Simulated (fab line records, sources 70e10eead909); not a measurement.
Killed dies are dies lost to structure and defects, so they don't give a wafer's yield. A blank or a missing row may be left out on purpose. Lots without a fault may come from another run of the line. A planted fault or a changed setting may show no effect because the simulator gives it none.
Chamber matching | flow nand_harc | NHARC_A_M1_DESCUM_14 on rie_diel-10: 4 sister chambers
The step chemistry O2, time 3 s. 30 wafers are shown with their chamber, then 12 later ones without.

WAFERS WITH THEIR CHAMBER
wafer  | chamber | showerhead_plenum_p_Torr (Torr) | drypump_motor_current_A (A) | oes_product_au (a.u.)
L077.2 | 1       | 1.98                            | 5.3                         | 1.007
L077.3 | 0       | 1.92                            | 5.9                         | 1.008
L077.5 | 1       | 1.98                            | 5.2                         | 0.996
L077.1 | 2       | 2.02                            | 5.6                         | 0.984
L077.4 | 3       | 1.78                            | 4.8                         | 0.987
L077.6 | 0       | 1.92                            | 5.9                         | 1.001
L075.1 | 3       | 1.78                            | 4.8                         | 0.981
L075.2 | 0       | 1.92                            | 5.9                         | 1.007
L075.5 | 1       | 1.98                            | 5.3                         | 0.984
L080.4 | 2       | 2.02                            | 5.7                         | 0.989
L080.5 | 1       | 1.98                            | 5.3                         | 0.992
L080.6 | 2       | 2.02                            | 5.7                         | 0.992
L084.2 | 2       | 2.02                            | 5.6                         | 0.985
L084.4 | 1       | 1.98                            | 5.2                         | 0.999
L084.5 | 2       | 2.02                            | 5.6                         | 0.991
L083.2 | 0       | 1.92                            | 5.9                         | 0.992
L083.3 | 3       | 1.78                            | 4.8                         | 0.979
L083.5 | 1       | 1.98                            | 5.3                         | 0.987
L085.1 | 0       | 1.92                            | 5.9                         | 1.011
L085.2 | 1       | 1.97                            | 5.2                         | 0.979
L085.6 | 2       | 2.02                            | 5.7                         | 0.995
L089.2 | 0       | 1.92                            | 5.9                         | 1.006
L089.4 | 1       | 1.97                            | 5.2                         | 0.990
L089.5 | 0       | 1.92                            | 5.9                         | 1.004
L093.1 | 3       | 1.78                            | 4.8                         | 0.995
L093.2 | 2       | 2.02                            | 5.7                         | 1.008
L093.6 | 2       | 2.02                            | 5.7                         | 1.000
L095.2 | 1       | 1.97                            | 5.3                         | 0.995
L095.4 | 3       | 1.78                            | 4.8                         | 0.984
L095.5 | 1       | 1.97                            | 5.3                         | 0.987

SIGNATURES (means of the wafers above)
reading                  | chamber 0 | chamber 1 | chamber 2 | chamber 3 | scatter within a chamber
showerhead_plenum_p_Torr | 1.9200    | 1.9760    | 2.0200    | 1.7800    | 0.00304
drypump_motor_current_A  | 5.900     | 5.260     | 5.662     | 4.800     | 0.0405
oes_product_au           | 1.00414   | 0.99160   | 0.99300   | 0.98520   | 0.00738
Rule: a wafer's distance from a chamber is the root of the sum, over the readings, of the square of ((its reading less the chamber's mean) divided by the reading's scatter). The wafer belongs to the nearest chamber; if the next one is less than 2 further off, it can't be placed. The scatter: the root of (the sum of the squares of (reading less its chamber's mean) over the shown wafers, divided by (wafers less chambers)).

WAFERS WITHOUT THEIR CHAMBER
wafer  | showerhead_plenum_p_Torr (Torr) | drypump_motor_current_A (A) | oes_product_au (a.u.)
L095.1 | 1.92                            | 5.9                         | 1.007
L095.3 | 2.02                            | 5.6                         | 0.991
L095.6 | 2.02                            | 5.7                         | 0.994
L090.1 | 1.78                            | 4.8                         | 0.997
L090.2 | 1.97                            | 5.3                         | 1.007
L090.6 | 1.78                            | 4.8                         | 0.993
L097.1 | 2.02                            | 5.7                         | 0.998
L097.2 | 1.97                            | 5.3                         | 1.011
L097.6 | 2.02                            | 5.7                         | 0.994
L096.1 | 1.92                            | 5.9                         | 1.006
L096.4 | 2.02                            | 5.7                         | 1.002
L096.5 | 1.97                            | 5.2                         | 1.002

WHICH CHAMBER EACH WENT THROUGH
wafer  | from the rows above | in truth
L095.1 | 0                   | 0
L095.3 | 2                   | 2
L095.6 | 2                   | 2
L090.1 | 3                   | 3
L090.2 | 1                   | 1
L090.6 | 3                   | 3
L097.1 | 2                   | 2
L097.2 | 1                   | 1
L097.6 | 2                   | 2
L096.1 | 0                   | 0
L096.4 | 2                   | 2
L096.5 | 1                   | 1
Placed correctly: 12 of 12. Can't be placed from these rows: 0. Placed wrongly: 0.
